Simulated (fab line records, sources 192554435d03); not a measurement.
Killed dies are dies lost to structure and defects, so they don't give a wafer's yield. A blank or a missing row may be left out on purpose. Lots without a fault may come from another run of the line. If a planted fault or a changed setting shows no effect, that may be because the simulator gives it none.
fab line records | flow n5Finfet
[record] lots = 8 | wafers = 24 | lastDay = 17
route steps=1938 shown MOL_CONTACT_COAG@587 BEOL_M4@1111 PASSIVATION@1936
lots untouched by any fault: they come from a run of this same line in which no faults occurred
startH: hours from the record's opening day to when the first of the lot's shown wafers began | waitH: hours elapsed since this lot's preceding step | " the same as in the row above | L1.1+2: a row that stands for several wafers | - value missing, or start not given | * or withheld: withheld | < > ~ a bound
route shown NAME@n: a module of which the file shows steps, and the number in the route of the first | usual: mean and standard deviation over wafers with no fault | same: alike in all rows | chamber/n: place in a boat | sites: each site's reading | _std_site: standard deviation of those values | _edge_site: outer sites' mean less inner sites' | radiusMm: how far each site lies from the wafer's centre | mask NAME#n: copy n | behind: the most recent tool/chamber to have shaped the wafer | hold: why the lot went on hold/how many hours it stayed there/how the hold came to an end | device: transistor that didn't switch, given as n, p or np | end of line: tests of these same wafers at the route's end | where a step has no rows: the recipe by itself | killed: dies lost to structure and defects at the first sort, not the wafer's yield | map: a wafer's dies, marking killed ones x, the rest . and places with no die _
set.NAME: the run value of the setting; set.NAME@STEP: its run value at that earlier step | model.NAME: the simulator's own value behind a step, which no gauge read
the route's steps for a sample of lots (tables are steps, rows are wafers)
services: the hour from which a tool's chamber was out of use, counted from the record's first day as startH (under 0 if before that day), plus the number of hours and why
[[steps]]
[step N5_MOL_CONTACT_COAG_STRIP_96]
[recipe] chemistry = N2/H2 | powerW = 500 | tempC = 40 | pressureMtorr = 50 | rfFrequencyHz = 6e+07 | overashFraction = 0.3 | biasPowerW = 28 | h2Frac = 0.5 | n2FlowSccm = 300 | h2FlowSccm = 300
[usual] biasPowerW = 28.00/0.085 | drypumpMotorCurrentA = 5.9/0.47 | oesProductAu = 0.76/0.09 | rfVppV = 121.8/1.3 | showerheadPlenumPTorr = 3.35/0.094 | throttleValvePct = 18.90/0.28
lot.wafer | tool       | chamber | startH | waitH | biasPowerW | drypumpMotorCurrentA | oesProductAu | rfHoursCounterH | rfVppV | showerheadPlenumPTorr | throttleValvePct
L286.2    | rieDiel-03 | 0       | 118.59 | 0.0   | 28.31      | 5.4                  | 0.73         | 166             | 120.7  | 3.33                  | 18.96
L286.3    | "          | 1       | "      | "     | 28.10      | 6.6                  | 0.90         | 35              | 122.1  | 3.30                  | 18.63
L286.5    | "          | 0       | "      | "     | 28.12      | 5.4                  | 0.74         | -               | 123.0  | 3.33                  | 18.97
L299.3    | rieDiel-05 | 1       | 196.47 | 0.0   | 28.01      | 5.0                  | 0.72         | 196             | 122.6  | 3.34                  | 18.98
L299.5    | "          | 2       | "      | "     | 28.04      | 6.0                  | 0.68         | -               | 120.0  | 3.19                  | 19.30
L299.6    | "          | 1       | "      | "     | 28.06      | 5.0                  | 0.71         | -               | 123.0  | 3.34                  | 18.95
L300.1    | rieDiel-05 | 2       | 199.51 | 0.0   | 27.91      | 6.0                  | 0.69         | 247             | 120.1  | 3.18                  | 19.33
L300.4    | "          | 3       | "      | "     | 27.98      | 6.2                  | 0.71         | 233             | 123.3  | 3.43                  | 18.53
L300.5    | "          | 2       | "      | "     | 27.95      | 6.0                  | 0.68         | -               | 121.6  | 3.18                  | 19.28
L301.2    | rieDiel-05 | 1       | 211.12 | 0.0   | 28.09      | 5.0                  | 0.71         | 202             | 122.4  | 3.34                  | 18.97
L301.4    | "          | 1       | "      | "     | 28.09      | 5.0                  | 0.71         | -               | 122.5  | 3.34                  | 18.97
L301.6    | "          | 3       | "      | "     | 28.03      | 6.2                  | 0.70         | -               | 122.8  | 3.43                  | 18.53
L302.1    | rieDiel-03 | 0       | 214.63 | 0.0   | 28.14      | 5.4                  | 0.69         | 204             | 121.0  | 3.31                  | 19.04
L302.4    | "          | 1       | "      | "     | 28.01      | 6.6                  | 0.83         | 74              | 122.9  | 3.28                  | 18.70
L302.6    | "          | 3       | "      | "     | 27.98      | 5.5                  | 0.87         | -               | 122.7  | 3.29                  | 18.82
L304.3    | rieDiel-04 | 3       | 233.31 | 0.0   | 28.01      | 6.1                  | 0.78         | 140             | 121.8  | 3.23                  | 18.87
L304.5    | "          | 3       | "      | "     | 28.11      | 6.1                  | 0.79         | -               | 120.5  | 3.23                  | 18.89
L304.6    | "          | 2       | "      | "     | 27.96      | 6.4                  | 0.69         | -               | 120.3  | 3.32                  | 19.16
L305.1    | rieDiel-05 | 2       | 233.41 | 0.0   | 27.96      | 5.9                  | 0.99         | 4               | 124.7  | 3.59                  | 18.93
L305.4    | "          | 1       | "      | "     | 27.89      | 5.0                  | 0.70         | -               | 120.6  | 3.33                  | 19.01
L305.6    | "          | 2       | "      | "     | 27.87      | 5.9                  | 1.00         | -               | 124.3  | 3.59                  | 18.93
L306.1    | rieDiel-05 | 2       | 239.40 | 0.0   | 28.23      | 6.0                  | 0.99         | 7               | 121.9  | 3.58                  | 18.93
L306.2    | "          | 3       | "      | "     | 28.03      | 6.2                  | 0.69         | 251             | 124.2  | 3.42                  | 18.56
L306.3    | "          | 1       | "      | "     | 28.02      | 5.0                  | 0.70         | 216             | 123.0  | 3.33                  | 19.00
[step N5_MOL_CONTACT_COAG_CD_MEAS_137]
[recipe] targetCdNm = 16
[usual] cdNm = 15.9/0.33
lot.wafer | tool     | chamber | startH | waitH | cdNm
L286.2    | cdSem-01 | -       | 118.86 | 0.0   | 16.1
L286.3    | "        | -       | "      | "     | 16.3
L286.5    | "        | -       | "      | "     | 16.2
L299.3    | cdSem-01 | -       | 196.74 | 0.0   | 15.5
L299.5    | "        | -       | "      | "     | 15.8
L299.6    | "        | -       | "      | "     | 15.6
L300.1    | cdSem-03 | -       | 199.78 | 0.0   | 16.2
L300.4    | "        | -       | "      | "     | 15.5
L300.5    | "        | -       | "      | "     | 15.7
L301.2    | cdSem-02 | -       | 211.39 | 0.0   | 15.6
L301.4    | "        | -       | "      | "     | 15.3
L301.6    | "        | -       | "      | "     | 15.7
L302.1    | cdSem-01 | -       | 214.90 | 0.0   | 16.1
L302.4    | "        | -       | "      | "     | 15.8
L302.6    | "        | -       | "      | "     | 16.3
L304.3    | cdSem-02 | -       | 233.59 | 0.0   | 15.3
L304.5    | "        | -       | "      | "     | 15.9
L304.6    | "        | -       | "      | "     | 15.5
L305.1    | cdSem-03 | -       | 233.67 | 0.0   | 15.9
L305.4    | "        | -       | "      | "     | 15.7
L305.6    | "        | -       | "      | "     | 15.8
L306.1    | cdSem-03 | -       | 239.67 | 0.0   | 15.5
L306.2    | "        | -       | "      | "     | 16.2
L306.3    | "        | -       | "      | "     | 15.6
[step N5_MOL_CONTACT_COAG_ETCH_66]
[recipe] chemistry = CF4 | target = SiARC | targetDepthA = 130 | maskMaterial = CAR-EUV | timeS = 21.7 | ionEnergyEv = 80 | pressureMtorr = 40 | sourceW = 545 | biasW = 36 | Ar_flow_sccm = 100 | cf4FlowSccm = 100 | ends = cleared
[usual] biasW = 36.01/0.11 | cf4FlowSccm = 100.0/0.31 | drypumpMotorCurrentA = 5.9/0.46 | etchRfOnTimeS = 21.7/0.46 | oesProductAu = 0.64/0.068 | rfVppV = 184.0/1 | showerheadPlenumPTorr = 2.13/0.06 | throttleValvePct = 15.59/0.23
lot.wafer | tool       | chamber | startH | waitH | biasW | cf4FlowSccm | drypumpMotorCurrentA | etchRfOnTimeS | oesProductAu | rfHoursCounterH | rfVppV | showerheadPlenumPTorr | throttleValvePct
L286.2    | rieDiel-04 | 1       | 119.36 | 0.0   | 35.79 | 100.2       | 6.1                  | 21.2          | 0.61         | 204             | 184.6  | 2.20                  | 15.40
L286.3    | "          | 3       | "      | "     | 35.85 | 99.8        | 6.1                  | 21.8          | 0.70         | 94              | 183.8  | 2.08                  | 15.33
L286.5    | "          | 0       | "      | "     | 36.22 | 99.9        | 6.5                  | 22.6          | 0.60         | -               | 185.4  | 2.21                  | 15.44
L299.3    | rieDiel-04 | 1       | 197.36 | 0.0   | -     | -           | -                    | -             | -            | -               | -      | -                     | -
L299.5    | "          | 3       | "      | "     | -     | -           | -                    | -             | -            | -               | -      | -                     | -
L299.6    | "          | 2       | "      | "     | -     | -           | -                    | -             | -            | -               | -      | -                     | -
L300.1    | rieDiel-03 | 1       | 200.27 | 0.0   | -     | -           | -                    | -             | -            | -               | -      | -                     | -
L300.4    | "          | 0       | "      | "     | -     | -           | -                    | -             | -            | -               | -      | -                     | -
L300.5    | "          | 2       | "      | "     | -     | -           | -                    | -             | -            | -               | -      | -                     | -
L301.2    | rieDiel-05 | 3       | 211.88 | 0.0   | -     | -           | -                    | -             | -            | -               | -      | -                     | -
L301.4    | "          | 3       | "      | "     | -     | -           | -                    | -             | -            | -               | -      | -                     | -
L301.6    | "          | 0       | "      | "     | -     | -           | -                    | -             | -            | -               | -      | -                     | -
L302.1    | rieDiel-04 | 0       | 215.40 | 0.0   | 35.82 | 99.7        | 6.6                  | 22.3          | 0.58         | 216             | 185.1  | 2.21                  | 15.48
L302.4    | "          | 3       | "      | "     | 36.04 | 99.9        | 6.0                  | 21.8          | 0.66         | 135             | 182.9  | 2.07                  | 15.40
L302.6    | "          | 2       | "      | "     | 35.80 | 99.8        | 6.3                  | 21.6          | 0.59         | -               | 185.2  | 2.11                  | 15.96
L304.3    | rieDiel-05 | 2       | 234.39 | 0.0   | 36.06 | 99.9        | 6.0                  | 20.9          | 0.86         | 4               | 185.1  | 2.28                  | 15.39
L304.5    | "          | 1       | "      | "     | 36.20 | 100.3       | 5.0                  | 22.3          | 0.59         | -               | 184.4  | 2.12                  | 15.52
L304.6    | "          | 2       | "      | "     | 36.03 | 100.4       | 5.9                  | 20.7          | 0.87         | -               | 186.5  | 2.28                  | 15.38
L305.1    | rieDiel-04 | 0       | 234.47 | 0.0   | 35.90 | 100.1       | 6.6                  | 22.5          | 0.58         | 222             | 185.7  | 2.20                  | 15.50
L305.4    | "          | 2       | "      | "     | 36.07 | 100.0       | 6.4                  | 21.4          | 0.59         | -               | 184.1  | 2.11                  | 15.96
L305.6    | "          | 0       | "      | "     | 36.05 | 100.2       | 6.5                  | 22.5          | 0.59         | -               | 184.4  | 2.20                  | 15.48
L306.1    | rieDiel-04 | 2       | 240.16 | 0.0   | 35.90 | 99.2        | 6.4                  | 21.6          | 0.58         | 238             | 183.7  | 2.10                  | 15.98
L306.2    | "          | 0       | "      | "     | 36.14 | 100.6       | 6.6                  | 22.8          | 0.58         | 225             | 185.0  | 2.20                  | 15.50
L306.3    | "          | 3       | "      | "     | 36.04 | 99.9        | 6.1                  | 22.0          | 0.66         | 144             | 181.5  | 2.06                  | 15.40
[step N5_MOL_CONTACT_COAG_ALD_133]
[recipe] material = SiO2 | targetThkA = 50 | tempC = 100 | aldPrecursorFamily = BDEAS | aldCoReactant = O2-plasma | pulseTimeS = 1 | coReactantPulseTimeS = 1 | purgeTimeS = 2 | coReactantPurgeTimeS = 2 | aldCycles = 35 | pressureTorr = 2
[usual] heaterPowerW = 78/6.5 | precursorPulseHeightRel = 0.998/0.02
lot.wafer | tool      | chamber | startH | waitH | heaterPowerW | precursorPulseHeightRel | sinceWetCleanH
L286.2    | aldSin-03 | 3       | 119.44 | 0.1   | 84           | 1.000                   | 111
L286.3    | "         | 2       | "      | "     | 83           | 0.974                   | 111
L286.5    | "         | 0       | "      | "     | 70           | 0.987                   | -
L299.3    | aldSin-02 | 2       | 197.44 | 0.1   | 82           | 1.004                   | 7
L299.5    | "         | 0       | "      | "     | 67           | 1.016                   | -
L299.6    | "         | 1       | "      | "     | 88           | 1.008                   | -
L300.1    | aldSin-04 | 0       | 200.44 | 0.1   | 77           | 0.988                   | 298
L300.4    | "         | 3       | "      | "     | 75           | 1.004                   | 298
L300.5    | "         | 3       | "      | "     | 76           | 0.978                   | -
L301.2    | aldSin-02 | 3       | 212.02 | 0.1   | 67           | 1.002                   | 21
L301.4    | "         | 2       | "      | "     | 83           | 1.002                   | 21
L301.6    | "         | 2       | "      | "     | 82           | 1.016                   | -
L302.1    | aldSin-02 | 0       | 215.63 | 0.2   | 66           | 1.003                   | 25
L302.4    | "         | 2       | "      | "     | 83           | 1.001                   | 25
L302.6    | "         | 1       | "      | "     | 90           | 0.975                   | -
L304.3    | aldSin-04 | 3       | 234.47 | 0.1   | 74           | 1.005                   | 332
L304.5    | "         | 3       | "      | "     | 78           | 1.007                   | -
L304.6    | "         | 0       | "      | "     | 77           | 0.974                   | -
L305.1    | aldSin-02 | 2       | 234.56 | 0.1   | 81           | 1.002                   | 44
L305.4    | "         | 1       | "      | "     | 88           | 0.993                   | 44
L305.6    | "         | 2       | "      | "     | 82           | 1.001                   | -
L306.1    | aldSin-04 | 1       | 240.24 | 0.1   | 80           | 0.991                   | 338
L306.2    | "         | 0       | "      | "     | 79           | 1.008                   | 338
L306.3    | "         | 2       | "      | "     | 79           | 0.993                   | 338
[step N5_MOL_CONTACT_COAG_ETCHBACK_134]
[recipe] chemistry = CHF3 | target = SiO2 | targetDepthA = 100 | timeS = 6.7 | ionEnergyEv = 200 | pressureMtorr = 30 | sourceW = 610 | biasW = 170 | Ar_flow_sccm = 200 | CHF3_flow_sccm = 50
[usual] CHF3_flow_sccm = 50.01/0.16 | drypumpMotorCurrentA = 6.0/0.44 | oesProductAu = 0.74/0.076 | rfVppV = 519/10 | showerheadPlenumPTorr = 2.36/0.072 | throttleValvePct = 18.66/0.25
lot.wafer | tool       | chamber | startH | waitH | CHF3_flow_sccm | drypumpMotorCurrentA | oesProductAu | rfHoursCounterH | rfVppV | showerheadPlenumPTorr | throttleValvePct
L286.2    | rieDiel-05 | 3       | 119.63 | 0.1   | 50.09          | 6.1                  | 0.71         | 211             | 506    | 2.45                  | 18.50
L286.3    | "          | 2       | "      | "     | 50.02          | 5.9                  | 0.70         | 224             | 517    | 2.25                  | 18.79
L286.5    | "          | 3       | "      | "     | 50.16          | 6.1                  | 0.71         | -               | 506    | 2.45                  | 18.48
L299.3    | rieDiel-04 | 1       | 197.76 | 0.2   | 50.04          | 6.1                  | 0.25         | 240             | 520    | 2.43                  | 18.45
L299.5    | "          | 2       | "      | "     | 49.85          | 6.3                  | 0.26         | -               | 513    | 2.34                  | 18.88
L299.6    | "          | 3       | "      | "     | 50.13          | 6.1                  | 0.30         | -               | 538    | 2.30                  | 18.45
L300.1    | rieDiel-03 | 0       | 200.62 | 0.1   | 50.41          | 5.4                  | 0.27         | 199             | 519    | 2.37                  | 18.70
L300.4    | "          | 3       | "      | "     | 50.03          | 5.5                  | 0.33         | 51              | 528    | 2.34                  | 18.68
L300.5    | "          | 2       | "      | "     | 50.38          | 5.9                  | 0.27         | -               | 526    | 2.45                  | 19.23
L301.2    | rieDiel-05 | 3       | 212.20 | 0.1   | 49.96          | 6.2                  | 0.26         | 238             | 506    | 2.44                  | 18.45
L301.4    | "          | 0       | "      | "     | 50.17          | 5.8                  | 0.25         | -               | 507    | 2.24                  | 18.50
L301.6    | "          | 3       | "      | "     | 49.87          | 6.1                  | 0.26         | -               | 505    | 2.44                  | 18.44
L302.1    | rieDiel-04 | 3       | 215.81 | 0.1   | 49.90          | 6.0                  | 0.78         | 135             | 538    | 2.30                  | 18.55
L302.4    | "          | 1       | "      | "     | 50.11          | 6.1                  | 0.67         | 246             | 521    | 2.43                  | 18.52
L302.6    | "          | 0       | "      | "     | 49.92          | 6.5                  | 0.69         | -               | 532    | 2.45                  | 18.55
L304.3    | rieDiel-05 | 2       | 234.64 | 0.1   | 49.70          | 5.9                  | 1.00         | 4               | 524    | 2.52                  | 18.48
L304.5    | "          | 1       | "      | "     | 49.93          | 5.0                  | 0.70         | -               | 510    | 2.36                  | 18.58
L304.6    | "          | 3       | "      | "     | 50.10          | 6.1                  | 0.68         | -               | 504    | 2.44                  | 18.55
L305.1    | rieDiel-03 | 2       | 234.74 | 0.1   | 50.16          | 6.0                  | 0.70         | 245             | 527    | 2.45                  | 19.34
L305.4    | "          | 0       | "      | "     | 49.97          | 5.3                  | 0.70         | 211             | 518    | 2.36                  | 18.79
L305.6    | "          | 2       | "      | "     | 50.08          | 6.0                  | 0.70         | -               | 525    | 2.45                  | 19.34
L306.1    | rieDiel-04 | 0       | 240.45 | 0.1   | 50.01          | 6.6                  | 0.68         | 225             | 531    | 2.45                  | 18.56
L306.2    | "          | 2       | "      | "     | 50.05          | 6.3                  | 0.68         | 238             | 513    | 2.33                  | 19.02
L306.3    | "          | 3       | "      | "     | 50.05          | 6.1                  | 0.77         | 144             | 537    | 2.30                  | 18.55
[step N5_MOL_CONTACT_COAG_CD_MEAS_101]
[recipe] targetCdNm = 16
[usual] cdNm = 16.0/0.33
lot.wafer | tool     | chamber | startH | waitH | cdNm
L286.2    | cdSem-02 | -       | 120.14 | 0.0   | 15.8
L286.3    | "        | -       | "      | "     | 15.4
L286.5    | "        | -       | "      | "     | 15.1
L299.3    | cdSem-03 | -       | 198.28 | 0.0   | -
L299.5    | "        | -       | "      | "     | -
L299.6    | "        | -       | "      | "     | -
L300.1    | cdSem-03 | -       | 201.13 | 0.0   | -
L300.4    | "        | -       | "      | "     | -
L300.5    | "        | -       | "      | "     | -
L301.2    | cdSem-01 | -       | 212.71 | 0.0   | -
L301.4    | "        | -       | "      | "     | -
L301.6    | "        | -       | "      | "     | -
L302.1    | cdSem-03 | -       | 216.32 | 0.0   | 15.5
L302.4    | "        | -       | "      | "     | 15.8
L302.6    | "        | -       | "      | "     | 16.0
L304.3    | cdSem-02 | -       | 235.16 | 0.0   | 16.0
L304.5    | "        | -       | "      | "     | 15.8
L304.6    | "        | -       | "      | "     | 15.0
L305.1    | cdSem-02 | -       | 235.25 | 0.0   | 16.0
L305.4    | "        | -       | "      | "     | 16.1
L305.6    | "        | -       | "      | "     | 15.3
L306.1    | cdSem-03 | -       | 240.96 | 0.0   | 15.9
L306.2    | "        | -       | "      | "     | 15.8
L306.3    | "        | -       | "      | "     | 16.0
[step N5_BEOL_M4_RC_MEAS_101]
[usual] DIBL_N = 36.6/1.7 | DIBL_P = 36.7/2 | IOFF_N = 0.16/0.033 | IOFF_P = 0.22/0.04 | ION_N = 673/12 | ION_P = 463/7.9 | SS_N = 71.7/0.58 | SS_P = 73.3/0.64 | VT_N = 249/3.3 | VT_P = -249/3.1
lot.wafer | tool      | chamber | startH | waitH | DIBL_N[mV/V] | DIBL_P[mV/V] | IOFF_N[nA/um] | IOFF_P[nA/um] | ION_N[uA/um] | ION_P[uA/um] | SS_N[mV/dec] | SS_P[mV/dec] | VT_N[mV] | VT_P[mV]
L286.2    | prober-02 | 0       | 176.80 | 0.2   | 37.4         | 36.5         | 0.15          | 0.24          | 659          | 462          | 71.5         | 73.7         | 254      | -248
L286.3    | "         | 0       | "      | "     | 36.6         | 35.8         | 0.14          | 0.22          | 675          | 468          | 71.6         | 72.6         | 251      | -247
L286.5    | "         | 0       | "      | "     | 35.1         | 33.8         | 0.12          | 0.19          | 660          | 459          | 71.0         | 72.4         | 260      | -251
L302.1    | prober-01 | 0       | 296.84 | 0.0   | 37.4         | 37.5         | 0.17          | 0.25          | 671          | 462          | 71.8         | 73.2         | 251      | -248
L302.4    | "         | 0       | "      | "     | 34.4         | 34.5         | 0.12          | 0.20          | 677          | 468          | 71.2         | 72.4         | 253      | -249
L302.6    | "         | 0       | "      | "     | 35.0         | 34.6         | 0.13          | 0.21          | 672          | 463          | 71.5         | 72.7         | 251      | -251
L306.1    | prober-01 | 0       | 308.11 | 0.0   | 35.2         | 34.2         | 0.14          | 0.21          | 664          | 461          | 71.9         | 72.5         | 250      | -246
L306.2    | "         | 0       | "      | "     | 35.2         | 34.8         | 0.14          | 0.22          | 677          | 471          | 72.0         | 72.5         | 251      | -248
L306.3    | "         | 0       | "      | "     | 35.2         | 34.8         | 0.14          | 0.22          | 667          | 464          | 71.6         | 72.4         | 250      | -246
L304.3    | prober-02 | 0       | 311.96 | 0.3   | 38.8         | 39.4         | 0.23          | 0.33          | 705          | 492          | 72.3         | 74.1         | 243      | -241
L304.5    | "         | 0       | "      | "     | 39.8         | 39.9         | 0.24          | 0.33          | 710          | 487          | 71.7         | 73.6         | 243      | -240
L304.6    | "         | 0       | "      | "     | 38.0         | 37.9         | 0.19          | 0.29          | 676          | 473          | 71.3         | 73.4         | 247      | -245
L305.1    | prober-02 | 0       | 313.96 | 0.0   | 36.0         | 37.2         | 0.16          | 0.20          | 664          | 458          | 71.9         | 73.5         | 247      | -250
L305.4    | "         | 0       | "      | "     | 36.1         | 37.1         | 0.16          | 0.21          | 664          | 455          | 71.8         | 73.3         | 251      | -250
L305.6    | "         | 0       | "      | "     | 35.2         | 37.1         | 0.15          | 0.21          | 675          | 465          | 71.7         | 73.1         | 250      | -249
[step N5_PASSIVATION_PROBE_49]
[usual] killed_at_M0_to_M3 = 34/11 | killed_at_M4_up = 14/5.7 | killedAtContacts = 14/6.9 | killedAtFrontEnd = 40/11 | killedAtOther = 4/3.1 | killedDies = 105/17 | killedOnRim = 14/4.1 | killedOpen = 70/13 | killedShort = 34/7.6
[same] grossDies = 1180 | killedAtBackSide = 0
lot.wafer | tool      | chamber | startH | waitH | killed_at_M0_to_M3 | killed_at_M4_up | killedAtContacts | killedAtFrontEnd | killedAtOther | killedDies | killedOnRim | killedOpen | killedShort
L299.3    | prober-01 | -       | 374.86 | 0.1   | 57                 | 17              | 1078             | 28               | 0             | 1180       | 152         | 80         | 35
L299.5    | prober-01 | -       | 374.96 | 0.2   | 34                 | 24              | 1102             | 19               | 1             | 1180       | 152         | 61         | 26
L299.6    | prober-01 | -       | 375.01 | 0.3   | 55                 | 16              | 1050             | 56               | 3             | 1180       | 152         | 103        | 40
L301.2    | prober-02 | -       | 378.90 | 0.1   | 51                 | 17              | 1072             | 39               | 1             | 1180       | 152         | 88         | 34
L301.4    | prober-02 | -       | 379.00 | 0.2   | 31                 | 27              | 1094             | 28               | 0             | 1180       | 152         | 72         | 28
L301.6    | prober-02 | -       | 379.10 | 0.3   | 27                 | 24              | 1097             | 29               | 3             | 1180       | 152         | 74         | 33
L300.1    | prober-01 | -       | 381.56 | 0.0   | 31                 | 6               | 1088             | 54               | 1             | 1180       | 152         | 74         | 40
L300.4    | prober-01 | -       | 381.71 | 0.2   | 36                 | 8               | 1072             | 61               | 3             | 1180       | 152         | 88         | 50
L300.5    | prober-01 | -       | 381.76 | 0.2   | 34                 | 5               | 1081             | 55               | 5             | 1180       | 152         | 79         | 38
// killed by level:class
L299.3 MOL_CONTACT_COAG:areaEtch=1064 BEOL_M3:geometricParticle:open=19 BEOL_M1:geometricParticle:open=12 MOL_CONTACT_COAG:geometricParticle:open=11 BEOL_M0_SAQP:geometricParticle:open=8 BEOL_M4:geometricParticle:open=8 BEOL_M0_SAQP:geometricParticle:short=7 FIN_SAQP:geometricParticle:open=4
L299.5 MOL_CONTACT_COAG:areaEtch=1092 BEOL_M4:geometricParticle:open=18 BEOL_M0_SAQP:geometricParticle:short=13 MOL_CONTACT_COAG:geometricParticle:open=10 BEOL_M0_SAQP:geometricParticle:open=7 BEOL_M3:geometricParticle:open=6 BEOL_M1:geometricParticle:open=5 FIN_SAQP:geometricParticle:open=4
L299.6 MOL_CONTACT_COAG:areaEtch=1037 BEOL_M0_SAQP:geometricParticle:open=17 STI_FIN_REVEAL:geometricParticle:open=16 FIN_SAQP:geometricParticle:open=15 BEOL_M0_SAQP:geometricParticle:short=12 MOL_CONTACT_COAG:geometricParticle:open=11 BEOL_M1:geometricParticle:open=9 BEOL_M3:geometricParticle:open=8
L301.2 MOL_CONTACT_COAG:areaEtch=1057 BEOL_M3:geometricParticle:open=17 MOL_CONTACT_COAG:geometricParticle:open=14 BEOL_M0_SAQP:geometricParticle:short=12 FIN_SAQP:geometricParticle:open=9 BEOL_M4:geometricParticle:open=9 DUMMY_GATE:geometricParticle:open=8 BEOL_M2:geometricParticle:open=6
L301.4 MOL_CONTACT_COAG:areaEtch=1080 BEOL_M4:geometricParticle:open=14 BEOL_M3:geometricParticle:open=12 MOL_CONTACT_COAG:geometricParticle:open=10 STI_FIN_REVEAL:geometricParticle:open=9 BEOL_M0:geometricParticle:open=6 BEOL_M4:geometricParticle:short=6 MOL_CONTACT_COAG:geometricParticle:short=4
L301.6 MOL_CONTACT_COAG:areaEtch=1070 MOL_CONTACT_COAG:geometricParticle:open=21 BEOL_M0_SAQP:geometricParticle:open=10 BEOL_M4:geometricParticle:open=10 BEOL_M0_SAQP:geometricParticle:short=9 STI_FIN_REVEAL:geometricParticle:open=8 FIN_SAQP:geometricParticle:open=6 MOL_CONTACT_COAG:geometricParticle:short=6
L300.1 MOL_CONTACT_COAG:areaEtch=1065 MOL_CONTACT_COAG:geometricParticle:open=18 FIN_SAQP:geometricParticle:short=12 DUMMY_GATE:geometricParticle:open=10 STI_FIN_REVEAL:geometricParticle:open=8 BEOL_M0_SAQP:geometricParticle:open=7 BEOL_M0_SAQP:geometricParticle:short=7 FIN_SAQP:geometricParticle:open=5
L300.4 MOL_CONTACT_COAG:areaEtch=1042 MOL_CONTACT_COAG:geometricParticle:open=24 FIN_SAQP:geometricParticle:short=16 STI_FIN_REVEAL:geometricParticle:open=12 BEOL_M0_SAQP:geometricParticle:short=9 BEOL_M0_SAQP:geometricParticle:open=8 FIN_SAQP:geometricParticle:open=7 STI_FIN_REVEAL:geometricParticle:short=6
L300.5 MOL_CONTACT_COAG:areaEtch=1061 MOL_CONTACT_COAG:geometricParticle:open=15 STI_FIN_REVEAL:geometricParticle:open=12 BEOL_M1:geometricParticle:open=10 FIN_SAQP:geometricParticle:short=7 DUMMY_GATE:geometricParticle:open=7 BEOL_M0_SAQP:geometricParticle:short=7 FIN_SAQP:geometricParticle:open=6
[[services]]
tool       | chamber | startH | hours | kind
rieDiel-03 | -       | 95.44  | 6.3   | repair
rieDiel-04 | 1       | 111.29 | 4.4   | repair
aldSin-03  | 2       | 129.97 | 7.7   | repair
rieDiel-04 | 0       | 137.60 | 42.6  | repair
aldSin-04  | -       | 147.83 | 1.5   | repair
rieDiel-05 | -       | 172.74 | 15.6  | pm
aldSin-02  | -       | 176.75 | 14.0  | pm
rieDiel-05 | 2       | 209.68 | -     | clean
rieDiel-05 | 2       | 209.68 | -     | consumableReplace:focusRing
rieDiel-05 | 2       | 209.68 | -     | consumableReplace:showerhead
rieDiel-05 | 2       | 209.68 | 16.3  | scheduledDown
rieDiel-05 | 2       | 209.68 | 16.3  | ventCycle
aldSin-04  | -       | 218.74 | 0.8   | pm
rieDiel-04 | -       | 223.43 | 2.3   | repair
aldSin-02  | 1       | 224.96 | 5.9   | repair
aldSin-04  | 0       | 225.34 | 7.4   | repair
rieDiel-05 | 0       | 226.02 | -     | clean
rieDiel-05 | 0       | 226.02 | -     | consumableReplace:focusRing
rieDiel-05 | 0       | 226.02 | -     | consumableReplace:showerhead
rieDiel-05 | 0       | 226.02 | 38.8  | scheduledDown
rieDiel-05 | 0       | 226.02 | 38.8  | ventCycle
rieDiel-04 | 1       | 231.41 | -     | clean
rieDiel-04 | 1       | 231.41 | -     | consumableReplace:focusRing
rieDiel-04 | 1       | 231.41 | 34.0  | scheduledDown
[[key]]
[firstSign] step = N5_MOL_CONTACT_COAG_ETCH_66 | reading = toolRecord | direction = missing
[effect] step = N5_MOL_CONTACT_COAG_ETCHBACK_134 | reading = oesProductAu | direction = down | sigmas = 6.2 | usual = 0.74 | struck = 0.27
[effect] step = N5_MOL_CONTACT_COAG_CD_MEAS_101 | reading = cdNm | direction = missing
[effect] step = N5_PASSIVATION_PROBE_49 | reading = killedAtContacts | direction = up | sigmas = 99+ | usual = 14 | struck = 1082
[moreKillsBornAt] N5_MOL_CONTACT_COAG_ETCH_66@rieDiel-05 = 3192 | N5_MOL_CONTACT_COAG_ETCH_66@rieDiel-04 = 3187 | N5_MOL_CONTACT_COAG_ETCH_66@rieDiel-03 = 3167
metAt N5_MOL_CONTACT_COAG_ETCH_66
struckLots L299,L300,L301
laterRowsLeftOut L299.3,L299.5,L299.6,L300.1,L300.4,L300.5,L301.2,L301.4,L301.6
testerLeftOut L299,L300,L301
notActingAt N5_MOL_CONTACT_COAG_STRIP_96,N5_MOL_CONTACT_COAG_CD_MEAS_137,N5_MOL_CONTACT_COAG_ALD_133
onsetBetween 119.36 197.36
[fault] kind = skippedStepWhole | tool = rieDiel-03,rieDiel-04,rieDiel-05 | chamber = - | onsetH = 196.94 | steps = N5_MOL_CONTACT_COAG_ETCH_66 | scope = struckLotsOnly
// testerLeftOut: of these lots the tester's yield and bins aren't shown, on N5 and GAA mostly nor the transistor test; their killed dies are dies lost to structure and defects alone, not to doping, threshold or leakage, so they don't give the yield
// laterRowsLeftOut: the simulator's readings of these wafers behind a module that went badly wrong aren't trusted and aren't shown, but for the sort
